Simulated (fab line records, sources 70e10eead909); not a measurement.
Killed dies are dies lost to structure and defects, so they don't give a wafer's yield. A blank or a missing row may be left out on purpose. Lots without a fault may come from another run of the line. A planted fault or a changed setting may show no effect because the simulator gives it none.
Chamber matching | flow nand_harc | NHARC_A_STAIRCASE_TRIM_20 on rie_diel-06: 3 sister chambers
The step chemistry O2, time 211.2 s. 3 wafers are shown with their chamber, then 5 later ones without.

WAFERS WITH THEIR CHAMBER
wafer  | chamber | drypump_motor_current_A (A)
L084.6 | 2       | 6.3
L089.1 | 0       | 5.3
L089.4 | 1       | 5.6

WAFERS WITHOUT THEIR CHAMBER
wafer  | drypump_motor_current_A (A)
L092.1 | 5.6
L092.2 | 6.3
L092.5 | 5.3
L097.2 | 5.3
L097.6 | 6.2

WHICH CHAMBER EACH WENT THROUGH
wafer  | from the rows above | in truth
L092.1 | 1                   | 1
L092.2 | 2                   | 2
L092.5 | 0                   | 0
L097.2 | 0                   | 0
L097.6 | 2                   | 2
Placed correctly: 5 of 5. Can't be placed from these rows: 0. Placed wrongly: 0.
How it was worked out, from the rows above alone: a wafer's distance from a chamber is the root of the sum, over the readings, of the square of ((its reading less the chamber's mean) divided by the reading's scatter). The wafer belongs to the nearest chamber; if the next one is less than 2 further off, it can't be placed. A chamber's mean is the mean of its shown wafers. The scatter: with one shown wafer a chamber, the root of the mean of the squares of how far each hidden wafer lies from its nearest shown one.
